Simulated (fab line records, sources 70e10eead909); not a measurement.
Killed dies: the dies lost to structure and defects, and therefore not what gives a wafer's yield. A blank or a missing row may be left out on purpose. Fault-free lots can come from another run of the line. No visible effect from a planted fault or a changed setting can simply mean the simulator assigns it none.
Struck lot and sound lot, side by side + flow nand harc + 15 steps out of a route of 1302
Sound: wafers L452.1, L452.2, L452.6. Struck: wafer L459.2. (L459.1, L459.6 of the same lot were not struck and are left out.) The cause comes at the end.
Each step with rows lists, per side, the tool, then ch with its chambers, then its first start. Under that, the readings that differ: sound wafers + struck wafers + difference of the means + sigmas: that difference in standard deviations of wafers without a fault.
alike: a reading whose means differ by less than 2 such deviations, as well as words and numbers matching on both sides. not compared: withheld readings; readings where some wafer has no value; bounds like >300 that might hide an equal value; numbers whose values overlap and for which the record gives no deviation.
Wherever a step has rows on one side only, a row that says differs or no value, or a row with sigmas, the two part there. Numbers that don't overlap but have no deviation are shown without sigmas and don't part them. A reading that every wafer of one side lacks parts them only if that side has two wafers or more.

first, 1 step without rows for these wafers: NHARC_A_M0_DEVELOP_08 (develop time 35 s).
NHARC_A_M0_CD_MEAS_09: target cd 80 nm.
  sound on cd sem-02 ch 0, day 24 10:10; struck on cd sem-01 ch 0, day 26 20:04
  alike: cd nm
NHARC_A_M0_OVL_MEAS_10: pitch 160 nm.
  sound on overlay-02 at day 24 10:16; struck on overlay-02 at day 26 20:09
  alike: overlay x nm, overlay y nm
NHARC_A_M0_INSPECT_11:
  sound on defect inspect-02 at day 24 10:18; struck on defect inspect-02 at day 26 20:11
  alike: raw defect count
NHARC_A_M0_DESCUM_14: chemistry O2, time 3 s.
  sound on rie diel-03 ch 0,2, day 24 10:22; struck on rie diel-01 ch 1, day 26 20:16
| reading               | sound             | struck | difference | sigmas |
|-----------------------|-------------------|--------|------------|--------|
| oes product au (a.u.) | 0.998 0.993 0.995 | 1.012  | +0.017     | +2     |
| rf vpp V (V)          | 57.6 56.9 57.6    | 59.7   | +2.3       | +3     |
  alike: drypump motor current A, showerhead plenum p Torr, throttle valve pct
  not compared: rf hours counter h
then, 1 step without rows for these wafers: NHARC_A_M0_ETCH_34 (etches the open film in N2/H2, target depth 40 nm, overetch 12 nm, time 43.94 s).
NHARC_A_M0_ETCH_15: etches the open film in C4F8/Ar, target depth 150 nm, overetch 15 nm, time 82.5 s.
  sound: rie diel-03 ch 1,2; struck: rie diel-01 ch 2
  alike: oes product au, rf vpp V
  not compared: rf hours counter h
NHARC_A_M0_CD_MEAS_16:
  sound on cd sem-02 at day 24 10:42; struck on cd sem-01 at day 26 20:35
  alike: cd nm
NHARC_A_M0_STRIP_18: strips in N2/H2.
  sound on rie diel-03 ch 0,2, day 24 10:46; struck on rie diel-05 ch 2, day 26 20:40
| reading                         | sound          | struck | difference | sigmas |
|---------------------------------|----------------|--------|------------|--------|
| showerhead plenum p Torr (Torr) | 1.91 1.91 1.91 | 2.16   | +0.25      | +2     |
  alike: drypump motor current A, oes product au, rf vpp V, throttle valve pct
  not compared: rf hours counter h
then, 1 step without rows for these wafers: NHARC_A_M0_STRIP_19 (strips in post etch residue remover, time 600 s).
NHARC_A_M0_DEGAS_28: time 60 s.
  sound on pvd sputter-02 at day 24 11:22; struck on pvd sputter-01 at day 26 21:13
  alike: heater power w
NHARC_A_M0_PRE_CLEAN_29: time 30 s.
  sound on pvd sputter-02; struck on pvd sputter-01
  alike: heater power w
NHARC_A_M0_PVD_20: deposits TaN, target thk 5 nm, time 8.06 s.
  sound on pvd sputter-02 at day 24 11:30; struck on pvd sputter-01 at day 26 21:20
| reading                | sound             | struck | difference | sigmas      |
|------------------------|-------------------|--------|------------|-------------|
| cathode dc power W (W) | 14999 15000 15000 | 14461  | -539       | -99 or more |
  alike: throttle valve pct
then, 1 step without rows for these wafers: NHARC_A_M0_PVD_21 (deposits Cu, target thk 30 nm, time 20.49 s).
NHARC_END_SORT_01:
  sound on prober-02 ch 0, day 26 15:57; struck on prober-01 ch 0, day 28 08:59
  alike: defect limited yield, killed at array, killed at other, killed at periphery, killed dies, killed open, killed short, sort_bin_2_pct, sort_bin_3_pct, sort_bin_4_pct, sort n pass, sort rim yield pct, sort yield pct

== WHERE THEY PART ==
Earliest at NHARC_A_M0_DESCUM_14; latest, in this record, at NHARC_A_M0_PVD_20. Later steps at which nothing parts them and some readings are alike: NHARC_END_SORT_01.

WHY: what had been put in by the simulator
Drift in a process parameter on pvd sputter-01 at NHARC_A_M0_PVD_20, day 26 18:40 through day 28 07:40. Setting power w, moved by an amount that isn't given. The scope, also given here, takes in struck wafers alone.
